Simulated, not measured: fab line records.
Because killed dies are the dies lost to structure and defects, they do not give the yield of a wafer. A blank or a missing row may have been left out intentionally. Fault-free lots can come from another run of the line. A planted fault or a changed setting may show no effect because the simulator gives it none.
fab line records	flow n5Finfet
record: lots: 24	wafers: 72	lastDay: 17
route steps=1938 shown BEOL_M11@1589 BEOL_M12@1615 BEOL_M13@1671
lots with no fault: from the same line, run without faults
startH: start of the lot's first displayed wafer, in hours after the record's first day	waitH: time in hours since the lot's previous step	" repeats the value in the row above	L1.1+2: a row that stands for several wafers	- no value, or no start was given	* or withheld: withheld	< > ~ a bound
route shown NAME@n: names a module that has steps shown in the file, with the first one's number in the route	usual: average and standard deviation across the fault-free wafers	same: alike in all rows	chamber/n: place in a boat	sites: readings site by site	_std_site: the standard deviation of these	_edge_site: inner sites' mean taken away from outer sites' mean	radiusMm: for every site, how far away it sits from the centre of the wafer	mask NAME#n: copy n	behind: the tool/chamber that last shaped the wafer	hold: the reason the lot was held/the length of the hold in hours/how it ended	device: the n, p or np transistor that did not switch	end of line: the route-end tests of the same wafers	a step given without rows: its recipe and nothing more	killed: dies lost to structure and defects at the first sort, not the wafer's yield	map: the dies of a wafer, with x for killed, . for not killed, _ for no die there
set.NAME: setting as actually run; set.NAME@STEP: the setting as run at that earlier step	model.NAME: the simulator's own value behind a step, which no gauge read
the route's steps for a sample of lots (tables are steps, rows are wafers)
services: the hour from which a tool's chamber was out of use, counted from the record's first day as startH (under 0 if before that day), plus the number of hours and why
== steps ==
step: N5_BEOL_M11_PRE_CLEAN_45
recipe: gas: H2/He	timeS: 30	tempC: 250
usual: heaterPowerW: 315/16
lot.wafer	tool	chamber	startH	waitH	heaterPowerW
L074.1	pvdSputter-03	-	222.31	0.0	341
L074.5	"	-	"	"	317
L074.6	"	-	"	"	314
L075.1	pvdSputter-02	-	234.89	0.0	293
L075.2	"	-	"	"	282
L075.4	"	-	"	"	337
L077.1	pvdSputter-01	-	244.09	0.0	308
L077.2	"	-	"	"	312
L077.6	"	-	"	"	316
L078.1	pvdSputter-03	-	244.17	0.0	346
L078.4	"	-	"	"	318
L078.6	"	-	"	"	314
L076.4	pvdSputter-03	-	244.60	0.0	310
L076.5	"	-	"	"	307
L076.6	"	-	"	"	305
L079.4	pvdSputter-01	-	250.64	0.0	320
L079.5	"	-	"	"	330
L079.6	"	-	"	"	319
L080.1	pvdSputter-03	-	260.21	0.0	307
L080.3	"	-	"	"	315
L080.4	"	-	"	"	307
L082.2	pvdSputter-02	-	269.61	0.0	302
L082.3	"	-	"	"	334
L082.6	"	-	"	"	277
L081.2	pvdSputter-03	-	275.42	0.0	303
L081.4	"	-	"	"	348
L081.6	"	-	"	"	303
L083.1	pvdSputter-03	-	277.59	0.0	311
L083.2	"	-	"	"	335
L083.6	"	-	"	"	305
L084.1	pvdSputter-02	-	277.78	0.0	332
L084.2	"	-	"	"	337
L084.4	"	-	"	"	276
L085.1	pvdSputter-01	-	292.96	0.0	301
L085.2	"	-	"	"	324
L085.4	"	-	"	"	322
L088.1	pvdSputter-03	-	302.68	0.0	336
L088.2	"	-	"	"	305
L088.3	"	-	"	"	309
L087.3	pvdSputter-03	-	305.08	0.0	309
L087.5	"	-	"	"	307
L087.6	"	-	"	"	308
L086.1	pvdSputter-03	-	305.26	0.0	305
L086.3	"	-	"	"	344
L086.4	"	-	"	"	312
L090.1	pvdSputter-03	-	323.85	0.0	313
L090.2	"	-	"	"	339
L090.5	"	-	"	"	311
L089.1	pvdSputter-01	-	325.96	0.0	325
L089.4	"	-	"	"	324
L089.6	"	-	"	"	309
L091.3	pvdSputter-01	-	329.59	0.0	318
L091.4	"	-	"	"	313
L091.6	"	-	"	"	318
L093.1	pvdSputter-01	-	333.47	0.0	308
L093.4	"	-	"	"	323
L093.6	"	-	"	"	306
L092.1	pvdSputter-02	-	340.22	0.0	280
L092.3	"	-	"	"	323
L092.6	"	-	"	"	336
L094.1	pvdSputter-03	-	342.97	0.0	307
L094.2	"	-	"	"	345
L094.3	"	-	"	"	307
L095.2	pvdSputter-01	-	349.91	0.0	323
L095.3	"	-	"	"	301
L095.6	"	-	"	"	319
L097.3	pvdSputter-02	-	361.79	0.0	306
L097.4	"	-	"	"	327
L097.6	"	-	"	"	294
L096.1	pvdSputter-02	-	372.88	0.0	280
L096.3	"	-	"	"	295
L096.5	"	-	"	"	303
step: N5_BEOL_M11_ANNEAL_51
recipe: tempC: 225	timeS: 90	ambient: N2
usual: annealTempCMax: 225.79/0.21	wafer_temp_C_max: 226.5/0.32
lot.wafer	tool	chamber	startH	waitH	annealTempCMax	wafer_temp_C_max
L074.1	rtpAnneal-02	0	223.28	0.1	225.93	226.4
L074.5	"	0	"	"	225.69	226.7
L074.6	"	0	"	"	225.81	226.9
L075.1	rtpAnneal-01	0	235.88	0.1	225.67	226.5
L075.2	"	0	"	"	225.98	226.5
L075.4	"	0	"	"	225.37	226.8
L077.1	rtpAnneal-01	0	245.39	0.5	225.87	225.8
L077.2	"	0	"	"	226.38	226.3
L077.6	"	0	"	"	226.15	226.4
L078.1	rtpAnneal-02	0	245.82	0.8	226.19	226.5
L078.4	"	0	"	"	226.09	227.1
L078.6	"	0	"	"	225.69	226.5
L076.4	rtpAnneal-01	0	246.06	0.6	225.62	226.5
L076.5	"	0	"	"	225.83	226.4
L076.6	"	0	"	"	226.09	226.3
L079.4	rtpAnneal-02	0	253.69	0.2	226.11	226.7
L079.5	"	0	"	"	225.83	226.8
L079.6	"	0	"	"	226.18	227.3
L080.1	rtpAnneal-02	0	261.12	0.1	226.04	226.8
L080.3	"	0	"	"	226.06	226.7
L080.4	"	0	"	"	225.88	226.8
L082.2	rtpAnneal-02	0	270.61	0.1	225.80	226.7
L082.3	"	0	"	"	225.42	226.5
L082.6	"	0	"	"	225.82	226.6
L081.2	rtpAnneal-02	0	278.14	0.4	225.36	226.7
L081.4	"	0	"	"	225.67	226.8
L081.6	"	0	"	"	225.68	226.3
L083.1	rtpAnneal-01	0	278.73	0.4	225.78	226.2
L083.2	"	0	"	"	226.01	226.4
L083.6	"	0	"	"	225.86	226.4
L084.1	rtpAnneal-02	0	279.49	0.9	225.70	226.5
L084.2	"	0	"	"	225.46	226.9
L084.4	"	0	"	"	225.75	226.6
L085.1	rtpAnneal-02	0	294.40	0.5	225.84	226.8
L085.2	"	0	"	"	225.36	226.2
L085.4	"	0	"	"	225.41	226.2
L088.1	rtpAnneal-01	0	303.70	0.2	225.67	226.5
L088.2	"	0	"	"	225.91	226.6
L088.3	"	0	"	"	225.73	226.0
L087.3	rtpAnneal-01	0	306.09	0.1	225.71	226.3
L087.5	"	0	"	"	225.61	226.1
L087.6	"	0	"	"	225.49	226.2
L086.1	rtpAnneal-01	0	306.27	0.1	225.98	226.4
L086.3	"	0	"	"	225.79	226.3
L086.4	"	0	"	"	225.65	226.0
L090.1	rtpAnneal-01	0	326.07	0.1	225.89	226.1
L090.2	"	0	"	"	226.03	226.1
L090.5	"	0	"	"	225.89	226.1
L089.1	rtpAnneal-01	0	326.79	0.1	225.65	226.5
L089.4	"	0	"	"	225.96	226.6
L089.6	"	0	"	"	225.77	226.7
L091.3	rtpAnneal-02	0	330.55	0.1	225.60	227.2
L091.4	"	0	"	"	225.99	226.5
L091.6	"	0	"	"	225.73	226.5
L093.1	rtpAnneal-02	0	335.75	0.1	225.71	226.4
L093.4	"	0	"	"	225.72	226.4
L093.6	"	0	"	"	225.90	226.3
L092.1	rtpAnneal-02	0	341.45	0.3	226.06	226.3
L092.3	"	0	"	"	225.72	226.8
L092.6	"	0	"	"	225.94	226.5
L094.1	rtpAnneal-01	0	343.86	0.1	225.82	226.2
L094.2	"	0	"	"	225.72	226.4
L094.3	"	0	"	"	226.00	226.6
L095.2	rtpAnneal-02	0	353.01	2.2	225.70	227.5
L095.3	"	0	"	"	225.44	226.7
L095.6	"	0	"	"	225.81	226.2
L097.3	rtpAnneal-01	0	363.03	0.5	225.69	226.5
L097.4	"	0	"	"	225.84	226.1
L097.6	"	0	"	"	225.47	226.3
L096.1	rtpAnneal-02	0	375.28	0.1	225.74	226.8
L096.3	"	0	"	"	225.50	226.4
L096.5	"	0	"	"	225.60	227.2
step: N5_BEOL_M12_DESCUM_15
recipe: chemistry: O2	timeS: 7.9	sourcePowerW: 50	biasPowerW: 20	pressureMtorr: 20	rfFrequencyHz: 2.712e+07	tempC: 40	o2FlowSccm: 225
usual: drypumpMotorCurrentA: 5.4/0.39	oesProductAu: 0.80/0.071	rfVppV: 243.1/1.2	showerheadPlenumPTorr: 2.09/0.059	throttleValvePct: 20.59/0.24
lot.wafer	tool	chamber	startH	waitH	drypumpMotorCurrentA	oesProductAu	rfHoursCounterH	rfVppV	showerheadPlenumPTorr	throttleValvePct
L074.1	rieDiel-01	3	224.92	0.3	6.2	0.80	114	245.5	2.20	20.92
L074.5	"	0	"	"	5.9	0.94	-	244.1	2.14	20.25
L074.6	"	1	"	"	6.1	0.75	-	243.3	2.01	20.69
L075.1	rieDiel-02	2	237.41	0.1	5.0	0.71	198	241.6	1.99	20.82
L075.2	"	3	"	"	4.9	0.73	180	243.5	2.09	20.52
L075.4	"	0	"	"	5.6	0.75	194	241.6	2.09	20.83
L077.1	rieDiel-02	3	246.84	0.1	4.9	0.72	183	242.7	2.09	20.54
L077.2	"	0	"	"	5.6	0.73	197	242.2	2.09	20.83
L077.6	"	0	"	"	5.6	0.74	-	243.7	2.09	20.82
L078.1	rieDiel-02	0	247.32	0.0	5.6	0.73	197	242.5	2.09	20.82
L078.4	"	2	"	"	5.0	0.69	201	240.3	1.99	20.82
L078.6	"	0	"	"	5.6	0.73	-	242.2	2.09	20.82
L076.4	rieDiel-04	0	247.50	0.0	5.5	0.87	-	242.2	2.12	20.55
L076.5	"	2	"	"	5.6	0.88	-	244.2	2.13	20.76
L076.6	"	3	"	"	5.4	0.79	-	244.6	2.12	20.65
L079.4	rieDiel-02	0	254.98	0.0	5.6	0.73	200	243.6	2.09	20.83
L079.5	"	1	"	"	5.4	0.86	-	242.5	2.04	20.18
L079.6	"	0	"	"	5.6	0.74	-	242.4	2.08	20.84
L080.1	rieDiel-04	1	262.90	0.5	4.7	0.98	3	243.2	2.05	20.26
L080.3	"	0	"	"	5.5	0.86	67	243.7	2.12	20.59
L080.4	"	3	"	"	5.4	0.78	120	242.3	2.11	20.65
L082.2	rieDiel-04	0	272.28	0.0	5.5	0.86	70	243.6	2.12	20.57
L082.3	"	3	"	"	5.4	0.78	123	243.5	2.11	20.66
L082.6	"	3	"	"	5.4	0.78	-	243.1	2.11	20.65
L081.2	rieDiel-01	1	279.66	0.1	6.0	0.74	156	241.5	2.00	20.72
L081.4	"	0	"	"	6.0	0.89	49	243.4	2.13	20.27
L081.6	"	0	"	"	5.9	0.89	-	244.5	2.13	20.27
L083.1	rieDiel-04	2	280.05	0.0	5.7	0.85	57	244.5	2.13	20.75
L083.2	"	3	"	"	5.4	0.77	125	243.2	2.11	20.63
L083.6	"	3	"	"	5.4	0.76	-	243.5	2.11	20.64
L084.1	rieDiel-04	3	281.51	0.4	5.4	0.77	126	242.9	2.11	20.66
L084.2	"	0	"	"	5.5	0.85	73	243.3	2.12	20.57
L084.4	"	1	"	"	4.8	0.94	9	242.7	2.05	20.28
L085.1	rieDiel-02	0	295.97	0.0	5.6	0.71	214	242.2	2.08	20.86
L085.2	"	1	"	"	5.4	0.84	54	240.9	2.03	20.22
L085.4	"	3	"	"	4.9	0.71	200	244.2	2.08	20.55
L088.1	rieDiel-04	3	305.13	0.0	5.4	0.77	135	242.5	2.11	20.67
L088.2	"	1	"	"	4.7	0.92	17	241.7	2.05	20.29
L088.3	"	2	"	"	5.6	0.85	66	244.1	2.13	20.76
L087.3	rieDiel-04	0	307.30	0.0	5.5	0.85	82	244.0	2.11	20.59
L087.5	"	0	"	"	5.5	0.83	-	244.3	2.11	20.60
L087.6	"	3	"	"	5.4	0.76	-	243.9	2.11	20.67
L086.1	rieDiel-01	1	307.70	0.0	6.1	0.73	167	240.5	2.00	20.76
L086.3	"	3	"	"	6.2	0.77	144	244.0	2.19	20.92
L086.4	"	3	"	"	6.2	0.78	-	244.9	2.19	20.94
L090.1	rieDiel-01	2	327.51	0.0	5.6	0.84	81	243.5	2.21	20.13
L090.2	"	1	"	"	6.1	0.72	177	242.2	2.00	20.77
L090.5	"	1	"	"	6.1	0.73	-	242.0	2.00	20.77
L089.1	rieDiel-04	0	328.09	0.0	5.5	0.83	88	244.3	2.11	20.60
L089.4	"	1	"	"	4.8	0.89	24	242.3	2.04	20.28
L089.6	"	3	"	"	5.4	0.76	-	244.4	2.11	20.68
L091.3	rieDiel-02	0	331.78	0.0	5.6	0.71	227	241.4	2.08	20.89
L091.4	"	2	"	"	5.0	0.67	231	241.3	1.98	20.87
L091.6	"	2	"	"	5.0	0.68	-	241.6	1.98	20.86
L093.1	rieDiel-04	3	337.29	0.2	5.4	0.76	144	244.3	2.11	20.67
L093.4	"	0	"	"	5.5	0.83	91	244.7	2.11	20.61
L093.6	"	0	"	"	5.5	0.83	-	243.2	2.11	20.61
L092.1	rieDiel-02	2	342.94	0.1	5.0	0.67	235	241.9	1.98	20.87
L092.3	"	0	"	"	5.6	0.70	232	244.6	2.07	20.88
L092.6	"	1	"	"	5.4	0.82	-	243.6	2.03	20.25
L094.1	rieDiel-04	0	345.31	0.0	5.4	0.82	96	242.3	2.11	20.61
L094.2	"	3	"	"	5.4	0.75	149	243.9	2.10	20.69
L094.3	"	1	"	"	4.7	0.89	31	243.0	2.04	20.32
L095.2	rieDiel-01	2	354.32	0.0	5.6	0.83	89	244.8	2.21	20.14
L095.3	"	1	"	"	6.1	0.72	185	240.8	1.99	20.78
L095.6	"	1	"	"	6.0	0.72	-	242.9	1.99	20.79
L097.3	rieDiel-04	0	364.54	0.0	5.5	0.81	103	244.8	2.11	20.63
L097.4	"	2	"	"	5.6	0.83	83	243.2	2.12	20.79
L097.6	"	0	"	"	5.4	0.81	-	242.8	2.10	20.63
L096.1	rieDiel-04	1	376.92	0.0	4.7	0.87	41	243.3	2.04	20.32
L096.3	"	3	"	"	5.4	0.75	157	244.2	2.10	20.70
L096.5	"	2	"	"	5.6	0.83	-	243.4	2.12	20.80
step: N5_BEOL_M12_STRIP_37
recipe: chemistry: N2/H2	powerW: 1000	tempC: 250	h2Frac: 0.65	overashFraction: 0.3	pressureMtorr: withheld	n2FlowSccm: 1750	h2FlowSccm: 3250
usual: drypumpMotorCurrentA: 5.90/0.18	heaterPowerW: 312/24	oesProductAu: 0.792/0.01
lot.wafer	tool	chamber	startH	waitH	drypumpMotorCurrentA	heaterPowerW	oesProductAu	rfHoursCounterH
L074.1	plasmaAsher-02	1	226.51	0.0	5.91	279	0.811	117
L074.5	"	0	"	"	6.02	321	0.778	-
L074.6	"	1	"	"	5.92	287	0.803	-
L075.1	plasmaAsher-01	0	238.88	0.0	5.61	335	0.779	68
L075.2	"	1	"	"	6.00	297	0.791	68
L075.4	"	0	"	"	5.61	331	0.805	-
L077.1	plasmaAsher-01	0	248.30	0.0	5.62	347	0.797	70
L077.2	"	1	"	"	5.98	295	0.797	70
L077.6	"	0	"	"	5.62	343	0.776	-
L078.1	plasmaAsher-02	0	249.15	0.0	6.09	331	0.785	121
L078.4	"	1	"	"	5.93	272	0.789	-
L078.6	"	0	"	"	6.14	334	0.796	-
L076.4	plasmaAsher-01	1	249.30	0.1	5.99	298	0.805	-
L076.5	"	1	"	"	6.01	296	0.791	-
L076.6	"	0	"	"	5.59	344	0.784	-
L079.4	plasmaAsher-02	0	256.61	0.1	6.12	334	0.769	-
L079.5	"	1	"	"	5.90	282	0.796	-
L079.6	"	0	"	"	6.09	321	0.798	-
L080.1	plasmaAsher-02	0	264.69	0.0	6.07	326	0.802	125
L080.3	"	1	"	"	5.88	272	0.778	-
L080.4	"	0	"	"	6.10	328	0.790	-
L082.2	plasmaAsher-01	0	273.74	0.0	5.64	330	0.784	75
L082.3	"	1	"	"	5.98	297	0.781	-
L082.6	"	1	"	"	5.96	306	0.816	-
L081.2	plasmaAsher-02	1	281.26	0.0	5.91	293	0.779	129
L081.4	"	1	"	"	5.95	270	0.788	-
L081.6	"	1	"	"	5.92	286	0.780	-
L083.1	plasmaAsher-02	1	281.74	0.0	5.93	282	0.782	129
L083.2	"	0	"	"	6.14	325	0.793	129
L083.6	"	1	"	"	5.96	284	0.781	-
L084.1	plasmaAsher-01	0	282.98	0.0	5.62	342	0.787	77
L084.2	"	1	"	"	5.98	295	0.797	77
L084.4	"	0	"	"	5.64	340	0.791	-
L085.1	plasmaAsher-01	0	297.56	0.0	5.65	338	0.802	79
L085.2	"	1	"	"	5.98	301	0.793	79
L085.4	"	0	"	"	5.63	334	0.784	-
L088.1	plasmaAsher-02	1	306.73	0.0	5.94	280	0.792	134
L088.2	"	0	"	"	6.07	331	0.795	134
L088.3	"	1	"	"	5.95	283	0.793	-
L087.3	plasmaAsher-02	0	308.89	0.1	6.08	320	0.783	-
L087.5	"	1	"	"	5.94	284	0.777	-
L087.6	"	0	"	"	6.07	324	0.795	-
L086.1	plasmaAsher-02	1	309.35	0.0	5.88	270	0.796	134
L086.3	"	0	"	"	6.12	323	0.798	-
L086.4	"	1	"	"	5.90	279	0.800	-
L090.1	plasmaAsher-01	1	328.98	0.0	5.97	299	0.791	86
L090.2	"	0	"	"	5.61	344	0.791	86
L090.5	"	0	"	"	5.62	334	0.801	-
L089.1	plasmaAsher-01	1	329.56	0.0	5.97	303	0.777	86
L089.4	"	0	"	"	5.59	344	0.795	-
L089.6	"	1	"	"	5.97	302	0.796	-
L091.3	plasmaAsher-01	1	333.26	0.1	6.01	302	0.784	-
L091.4	"	0	"	"	5.61	343	0.797	-
L091.6	"	0	"	"	5.60	343	0.778	-
L093.1	plasmaAsher-02	0	338.95	0.0	6.10	320	0.781	140
L093.4	"	1	"	"	5.93	276	0.798	-
L093.6	"	0	"	"	6.08	332	0.795	-
L092.1	plasmaAsher-02	1	344.61	0.0	5.89	277	0.772	142
L092.3	"	0	"	"	6.13	326	0.801	-
L092.6	"	0	"	"	6.09	323	0.811	-
L094.1	plasmaAsher-01	1	346.77	0.0	6.03	298	0.786	90
L094.2	"	0	"	"	5.61	348	0.797	90
L094.3	"	1	"	"	5.99	304	0.809	-
L095.2	plasmaAsher-02	1	355.91	0.0	5.90	285	0.811	144
L095.3	"	1	"	"	5.92	280	0.778	-
L095.6	"	1	"	"	5.92	274	0.786	-
L097.3	plasmaAsher-01	1	366.03	0.1	5.98	297	0.785	-
L097.4	"	0	"	"	5.61	335	0.799	-
L097.6	"	1	"	"	6.01	308	0.814	-
L096.1	plasmaAsher-01	1	378.39	0.0	5.99	300	0.802	96
L096.3	"	1	"	"	6.01	295	0.788	-
L096.5	"	0	"	"	5.61	351	0.791	-
step: N5_BEOL_M12_INSPECT_55
recipe: inspectInstrument: darkfield	mode: postDep
usual: rawDefectCount: 74/25
lot.wafer	tool	chamber	startH	waitH	rawDefectCount
L074.1	defectInspect-01	-	230.18	0.0	96
L074.5	"	-	"	"	80
L074.6	"	-	"	"	89
L075.1	defectInspect-02	-	245.46	0.0	69
L075.2	"	-	"	"	88
L075.4	"	-	"	"	75
L077.1	defectInspect-02	-	251.18	0.0	36
L077.2	"	-	"	"	64
L077.6	"	-	"	"	82
L078.1	defectInspect-01	-	251.69	0.0	53
L078.4	"	-	"	"	58
L078.6	"	-	"	"	62
L076.4	defectInspect-02	-	252.06	0.0	104
L076.5	"	-	"	"	137
L076.6	"	-	"	"	134
L079.4	defectInspect-02	-	260.61	0.0	77
L079.5	"	-	"	"	81
L079.6	"	-	"	"	63
L080.1	defectInspect-01	-	268.38	0.0	43
L080.3	"	-	"	"	68
L080.4	"	-	"	"	65
L082.2	defectInspect-02	-	276.62	0.0	59
L082.3	"	-	"	"	86
L082.6	"	-	"	"	86
L081.2	defectInspect-01	-	283.90	0.0	57
L081.4	"	-	"	"	58
L081.6	"	-	"	"	27
L083.1	defectInspect-02	-	285.01	0.0	121
L083.2	"	-	"	"	158
L083.6	"	-	"	"	89
L084.1	defectInspect-02	-	286.14	0.0	94
L084.2	"	-	"	"	119
L084.4	"	-	"	"	71
L085.1	defectInspect-01	-	301.33	0.0	43
L085.2	"	-	"	"	29
L085.4	"	-	"	"	51
L088.1	defectInspect-02	-	310.04	0.0	68
L088.2	"	-	"	"	100
L088.3	"	-	"	"	90
L087.3	defectInspect-01	-	310.58	0.0	80
L087.5	"	-	"	"	74
L087.6	"	-	"	"	65
L086.1	defectInspect-01	-	315.85	0.0	60
L086.3	"	-	"	"	23
L086.4	"	-	"	"	96
L090.1	defectInspect-02	-	331.15	0.0	81
L090.2	"	-	"	"	49
L090.5	"	-	"	"	99
L089.1	defectInspect-01	-	331.53	0.0	73
L089.4	"	-	"	"	69
L089.6	"	-	"	"	117
L091.3	defectInspect-01	-	337.65	0.0	73
L091.4	"	-	"	"	86
L091.6	"	-	"	"	58
L093.1	defectInspect-01	-	343.52	0.0	72
L093.4	"	-	"	"	57
L093.6	"	-	"	"	58
L092.1	defectInspect-02	-	347.45	0.0	76
L092.3	"	-	"	"	76
L092.6	"	-	"	"	76
L094.1	defectInspect-01	-	350.90	0.0	61
L094.2	"	-	"	"	82
L094.3	"	-	"	"	66
L095.2	defectInspect-02	-	360.64	0.0	56
L095.3	"	-	"	"	61
L095.6	"	-	"	"	39
L097.3	defectInspect-02	-	367.78	0.0	88
L097.4	"	-	"	"	64
L097.6	"	-	"	"	91
L096.1	defectInspect-01	-	380.28	0.0	56
L096.3	"	-	"	"	69
L096.5	"	-	"	"	105
step: N5_BEOL_M13_INSPECT_12
recipe: mode: adi	inspectInstrument: macro
usual: rawDefectCount: 1.9/1.5
lot.wafer	tool	chamber	startH	waitH	rawDefectCount
L074.1	defectInspect-01	-	230.85	0.0	0
L074.5	"	-	"	"	2
L074.6	"	-	"	"	0
L075.1	defectInspect-02	-	246.00	0.0	3
L075.2	"	-	"	"	4
L075.4	"	-	"	"	1
L077.1	defectInspect-02	-	251.73	0.0	2
L077.2	"	-	"	"	1
L077.6	"	-	"	"	0
L078.1	defectInspect-01	-	252.36	0.0	1
L078.4	"	-	"	"	1
L078.6	"	-	"	"	1
L076.4	defectInspect-02	-	252.73	0.0	1
L076.5	"	-	"	"	6
L076.6	"	-	"	"	2
L079.4	defectInspect-01	-	261.28	0.0	1
L079.5	"	-	"	"	0
L079.6	"	-	"	"	3
L080.1	defectInspect-01	-	269.05	0.0	2
L080.3	"	-	"	"	0
L080.4	"	-	"	"	2
L082.2	defectInspect-01	-	277.35	0.0	5
L082.3	"	-	"	"	4
L082.6	"	-	"	"	3
L081.2	defectInspect-02	-	284.58	0.0	4
L081.4	"	-	"	"	4
L081.6	"	-	"	"	1
L083.1	defectInspect-01	-	285.68	0.0	0
L083.2	"	-	"	"	3
L083.6	"	-	"	"	2
L084.1	defectInspect-02	-	286.74	0.0	1
L084.2	"	-	"	"	4
L084.4	"	-	"	"	1
L085.1	defectInspect-01	-	302.00	0.0	3
L085.2	"	-	"	"	3
L085.4	"	-	"	"	1
L088.1	defectInspect-01	-	310.59	0.0	2
L088.2	"	-	"	"	0
L088.3	"	-	"	"	1
L087.3	defectInspect-01	-	311.12	0.0	3
L087.5	"	-	"	"	1
L087.6	"	-	"	"	2
L086.1	defectInspect-02	-	316.40	0.0	6
L086.3	"	-	"	"	2
L086.4	"	-	"	"	1
L090.1	defectInspect-01	-	331.82	0.0	0
L090.2	"	-	"	"	3
L090.5	"	-	"	"	1
L089.1	defectInspect-01	-	335.61	0.0	3
L089.4	"	-	"	"	2
L089.6	"	-	"	"	0
L091.3	defectInspect-01	-	338.32	0.0	3
L091.4	"	-	"	"	1
L091.6	"	-	"	"	1
L093.1	defectInspect-02	-	344.19	0.0	2
L093.4	"	-	"	"	4
L093.6	"	-	"	"	3
L092.1	defectInspect-01	-	347.99	0.0	3
L092.3	"	-	"	"	2
L092.6	"	-	"	"	2
L094.1	defectInspect-01	-	351.52	0.0	0
L094.2	"	-	"	"	0
L094.3	"	-	"	"	0
L095.2	defectInspect-02	-	361.19	0.0	2
L095.3	"	-	"	"	3
L095.6	"	-	"	"	2
L097.3	defectInspect-01	-	368.45	0.0	0
L097.4	"	-	"	"	2
L097.6	"	-	"	"	1
L096.1	defectInspect-02	-	380.98	0.0	2
L096.3	"	-	"	"	3
L096.5	"	-	"	"	2
== services ==
tool	chamber	startH	hours	kind
rieDiel-02	-	220.78	2.3	repair
rieDiel-04	1	229.53	-	clean
rieDiel-04	1	229.53	-	consumableReplace:focusRing
rieDiel-04	1	229.53	26.2	scheduledDown
rieDiel-04	1	229.53	26.2	ventCycle
rieDiel-01	3	270.15	5.9	repair
rieDiel-01	2	285.76	10.5	repair
rieDiel-01	0	307.46	4.7	repair
rieDiel-01	0	314.89	13.9	repair
rieDiel-01	1	329.92	2.2	repair
rieDiel-04	3	350.74	3.8	repair
rieDiel-01	-	352.40	0.5	repair
plasmaAsher-02	-	362.57	1.3	repair
pvdSputter-01	-	363.13	9.5	repair
pvdSputter-02	-	369.14	3.4	repair
rieDiel-01	-	374.73	2.8	pm
== key ==
fault none
